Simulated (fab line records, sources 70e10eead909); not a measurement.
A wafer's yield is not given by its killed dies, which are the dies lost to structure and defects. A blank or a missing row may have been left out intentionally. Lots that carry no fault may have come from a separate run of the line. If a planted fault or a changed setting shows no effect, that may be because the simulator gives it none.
Which of the tools did it? | flow nand harc | 15 lots with 43 wafers sampled at 5 steps, on a route of 1302 steps

## WHAT THE GAUGES SHOWED, per wafer
NHARC_A_M1_OVL_MEAS_10: pitch 240 nm.
lot  | measured     | on         | overlay x nm (nm) | overlay y nm (nm)
L237 | day 23 03:10 | overlay-02 | -0.1 -0.1 -0.3    | -1.0 -1.3 -0.9
L236 | day 23 05:36 | overlay-02 | 0.1 0.1 0.1       | -0.3 -0.5 -0.4
L238 | day 23 18:22 | overlay-01 | -0.9 -0.4 -0.9    | 0.3 0.7 0.5
L240 | day 24 08:02 | overlay-01 | 0.5 0.0 0.6       | 1.0 0.4 0.5
L239 | day 24 08:22 | overlay-01 | -1.6 -1.4 -1.4    | 0.4 0.2 0.3
L241 | day 25 19:43 | overlay-01 | -0.1 0.5 0.1      | 0.9 0.5 0.9
L244 | day 26 02:09 | overlay-02 | -0.9 0.3 -0.1     | 0.1 0.8 0.7
L242 | day 26 07:30 | overlay-02 | 0.2 0.4 0.8       | -0.1 -0.2 -0.4
L248 | day 29 03:53 | overlay-02 | 1.7 2.2           | -0.4 -0.5
L249 | day 29 13:25 | overlay-01 | 0.7               | -0.5
L254 | day 30 01:31 | overlay-01 | 0.7 0.7 0.2       | -0.8 -0.5 -1.0
L256 | day 31 10:14 | overlay-01 | 0.1 -0.5 0.4      | 0.8 -0.1 -0.2
L258 | day 32 08:04 | overlay-02 | 0.9 1.1 1.0       | 0.5 0.0 0.3
L257 | day 33 19:12 | overlay-02 | -0.3 0.7 -0.5     | 0.9 1.0 0.9

NHARC_A_M1_INSPECT_27.
lot  | measured     | on                | raw defect count
L237 | day 23 05:54 | defect inspect-02 | 485 441 431
L236 | day 23 08:18 | defect inspect-01 | 382 385 435
L238 | day 23 21:02 | defect inspect-02 | 499 528 551
L240 | day 24 10:43 | defect inspect-01 | 609 569 743
L239 | day 24 11:01 | defect inspect-01 | 1010 651 794
L241 | day 25 22:23 | defect inspect-02 | 866 591 432
L244 | day 26 04:52 | defect inspect-02 | 470 571 428
L242 | day 26 10:11 | defect inspect-01 | 655 435 513
L248 | day 29 06:35 | defect inspect-01 | 422 591
L249 | day 29 16:05 | defect inspect-01 | 362
L254 | day 30 04:13 | defect inspect-01 | 431 474 479
L256 | day 31 12:55 | defect inspect-01 | 615 548 658
L258 | day 32 10:44 | defect inspect-01 | 548 488 503
L257 | day 33 21:56 | defect inspect-02 | 669 615 892

NHARC_A_BONDPAD_CD_MEAS_09: target cd 500 nm.
lot  | measured     | on        | cd nm (nm)
L237 | day 23 07:49 | cd sem-02 | 498.4 498.7 499.9
L236 | day 23 10:07 | cd sem-03 | 499.2 498.9 501.8
L238 | day 23 23:06 | cd sem-02 | 500.3 501.6 499.3
L240 | day 24 12:31 | cd sem-01 | 498.6 497.7 497.9
L239 | day 24 12:58 | cd sem-03 | 498.7 500.3 499.2
L241 | day 26 00:17 | cd sem-03 | 500.1 499.6 499.9
L244 | day 26 06:41 | cd sem-03 | 498.1 498.9 497.0
L242 | day 26 11:59 | cd sem-01 | 498.2 497.1 498.3
L248 | day 29 08:41 | cd sem-02 | 500.9 500.9
L249 | day 29 17:55 | cd sem-02 | 497.7
L254 | day 30 06:05 | cd sem-01 | 499.8 500.6 499.5
L256 | day 31 15:00 | cd sem-03 | 499.6 501.1 499.6
L258 | day 32 12:40 | cd sem-02 | 500.2 502.1 500.4
L257 | day 33 23:52 | cd sem-02 | 499.6 499.1 499.1

NHARC_END_SORT_01.
lot  | measured     | on        | killed at array | killed at other | killed at periphery | killed dies | killed open | killed short
L250 | day 30 12:47 | prober-01 | 674 659         | 0 0             | 2 3                 | 676 662     | 4 7         | 3 1
L248 | day 30 12:04 | prober-02 | 36 666 25       | 0 0 0           | 3 6 8               | 39 672 33   | 3 3 3       | 4 3 3
L249 | day 31 04:16 | prober-01 | 673 38          | 1 2             | 2 3                 | 676 43      | 2 3         | 2 3

## TOOL THAT RAN EACH LOT (tool first, then ch and the chambers of the sampled wafers, then the start)
lot  | NHARC_A_CONTACT_DEP_58
L237 | pecvd-01 ch 1,2, day 22 04:02
L236 | pecvd-01 ch 0,1,2, day 22 06:36
L238 | pecvd-04 ch 1,2, day 22 17:32
L240 | pecvd-04 ch 0,1, day 23 08:47
L239 | pecvd-02 ch 0,1, day 23 08:58
L241 | pecvd-02 ch 0,1,2, day 24 16:13
L244 | pecvd-01 ch 0,1,2, day 24 22:00
L242 | pecvd-02 ch 0,1,2, day 25 05:25
L250 | pecvd-04 ch 1,2, day 27 22:16
L248 | pecvd-04 ch 0,1,2, day 28 00:45
L249 | pecvd-04 ch 0,1, day 28 08:19
L254 | pecvd-01 ch 0,1, day 29 01:21
L256 | pecvd-01 ch 0,2, day 30 08:35
L258 | pecvd-02 ch 0,1,2, day 31 08:41
L257 | pecvd-04 ch 1,2, day 32 20:19
- NHARC_A_CONTACT_DEP_58: deposits SiON, target thk 90 nm.

## AS READ BY THE TOOLS THEMSELVES (means over the sampled wafers that have a number; for cases with no such wafer, the mark the record gives instead)
NHARC_A_CONTACT_DEP_58.
lot  | tool     | heater power w (W)
L237 | pecvd-01 | 728
L236 | pecvd-01 | 742
L238 | pecvd-04 | 817
L240 | pecvd-04 | 670
L239 | pecvd-02 | 840
L241 | pecvd-02 | 732
L244 | pecvd-01 | 719
L242 | pecvd-02 | 779
L250 | pecvd-04 | 812
L248 | pecvd-04 | 782
L249 | pecvd-04 | 732
L254 | pecvd-01 | 686
L256 | pecvd-01 | 745
L258 | pecvd-02 | 804
L257 | pecvd-04 | 846

## THE ANSWER, worked out from the rows above alone
Rule: the usual values come from the lots themselves. Put in order of their means at a reading, lots are off if they are a third of the lots or fewer, leave a main group of 4 or more, and stand apart from it by a gap of 3 or more times the standard deviation of the main group's means; of several such gaps the widest counts. A main group whose means are all the same, to the digits that the tables above print for the reading, isn't used. A lot without any number at a reading at which 4 lots or more have one is off too. Any other lot the step has rows for is counted as sound. First the gauges in route order, then the tools' own readings, where a lot's mean is used as printed above. The first step at which some lot is off is used, and at that step the reading that is off furthest; a lot without a number counts as furthest.
None of the lots is off at any reading shown; this tells nothing.

## WHAT HAD BEEN PUT IN BY THE SIMULATOR
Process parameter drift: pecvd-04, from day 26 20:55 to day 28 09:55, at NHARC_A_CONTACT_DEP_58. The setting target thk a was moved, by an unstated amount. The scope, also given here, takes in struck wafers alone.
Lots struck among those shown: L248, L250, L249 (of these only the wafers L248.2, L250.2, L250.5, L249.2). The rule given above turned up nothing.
